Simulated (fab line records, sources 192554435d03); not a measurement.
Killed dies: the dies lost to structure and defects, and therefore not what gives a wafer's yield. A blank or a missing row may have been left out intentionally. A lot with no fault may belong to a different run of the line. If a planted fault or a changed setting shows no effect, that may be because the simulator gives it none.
Lot-split experiment | flow n5Finfet | 7 lots, 21 wafers read, on a route of 1938 steps

== SPLIT DETAILS ==
At N5_GATE_CUT_ALD_22 (deposits SiNx, target thk 16 nm, pulse time 1 s, ald cycles 320), the setting aldCycles was moved away from the recipe's 320 on 6 of the 21 wafers read, by -15.3% to +16.6%. All remaining wafers had this setting at the recipe value.

The reading comes from the split's own step.

== THE READING ==
SiNx_of_GATE_CUT_ALD_22.thkNm (the simulator's own value, which no gauge read), in nm, at N5_GATE_CUT_ALD_22 (deposits SiNx, target thk 16 nm, pulse time 1 s, ald cycles 320). The file does not state a usual value for it. The 15 wafers here that ran the recipe average 16.0 nm, standard deviation 0.068 nm.

wafer  | tool, chamber at the split | aldCycles as run | against the recipe | SiNx_of_GATE_CUT_ALD_22.thkNm, nm | against lot-mates on the recipe
L078.1 | aldSin-02, 1               | 294              | -8.1%              | 14.8                              | -1.2
L078.2 | aldSin-02, 2               | 320              | recipe             | 16                                | -
L078.3 | aldSin-02, 3               | 294              | -8.1%              | 14.6                              | -1.4
L079.1 | aldSin-02, 3,2,1           | 320              | recipe             | 16                                | -
L079.3 | aldSin-02, 3,2,1           | 320              | recipe             | 16                                | -
L079.4 | aldSin-02, 3,2,1           | 320              | recipe             | 16                                | -
L081.2 | aldSin-01, 2,0             | 320              | recipe             | 16                                | -
L081.5 | aldSin-01, 2,0             | 320              | recipe             | 16                                | -
L081.6 | aldSin-01, 2               | 373              | +16.6%             | 18.6                              | +2.6
L085.2 | aldSin-01, 1,2,3           | 320              | recipe             | 16                                | -
L085.4 | aldSin-01, 1,2,3           | 320              | recipe             | 16                                | -
L085.6 | aldSin-01, 1,2,3           | 320              | recipe             | 16                                | -
L087.1 | aldSin-02, 3               | 359              | +12.2%             | 18                                | +2.0
L087.2 | aldSin-02, 2,1             | 320              | recipe             | 16                                | -
L087.4 | aldSin-02, 2,1             | 320              | recipe             | 16                                | -
L091.1 | aldSin-01, 0,1             | 271              | -15.3%             | 13.6                              | -2.4
L091.4 | aldSin-01, 0,1             | 271              | -15.3%             | 13.6                              | -2.4
L091.2 | aldSin-01, 3               | 320              | recipe             | 16                                | -
L097.1 | aldSin-04, 3,0             | 320              | recipe             | 16.2                              | -
L097.2 | aldSin-04, 3,0             | 320              | recipe             | 16.2                              | -
L097.4 | aldSin-04, 1               | 320              | recipe             | 16                                | -
Where a row lists several chambers, the file gives one row for several wafers and doesn't say which wafer went through which chamber.

FIT RESULTS
A straight line over all 21 wafers: SiNx_of_GATE_CUT_ALD_22.thkNm changes by +0.159 nm for each +1% of aldCycles; r = +1.00; the points scatter about the line by 0.071 nm.
The same after taking each lot's own level away (the mean of its wafers on the recipe; 21 wafers): +0.158 nm for each +1%; r = +1.00; scatter 0.053 nm.
On that fit, the largest move of aldCycles shifts the reading by 2.6 nm.
The lots' own levels span 16.00 to 16.13 nm, that is 2.0 times the standard deviation above.
Consequently the slope shifts little with the lot-to-lot level, the two slopes agreeing.
Check: for one of the wafers moved furthest among these (+16.6%), held out of the fit, the line's prediction against its lot-mates is +2.64 nm. Against them it came out at +2.6 nm.

== THE OTHER SPLITS THESE WAFERS WENT THROUGH ==
Other splits were also applied to these wafers ahead of the reading. Each is held against what the fit with the lots' levels taken away leaves over:
other split on the same wafers    | wafers away from the commonest value | r with SiNx_of_GATE_CUT_ALD_22.thkNm (lot level and that fit taken away)
N5_SD_EPI_N_EPI_21 epiGrowthTimeS | 6                                    | +0.15
N5_SDB_COAT_05 spinRpm            | 9                                    | +0.07
N5_SDB_ETCH_18 timeS              | 8                                    | +0.26
N5_SDB_ETCH_25 timeS              | 7                                    | +0.10

== THE FILE'S OWN FIT ==
SiNx_of_GATE_CUT_ALD_22.thkNm changes by +0.159 nm for each +1% of aldCycles, r = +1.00.
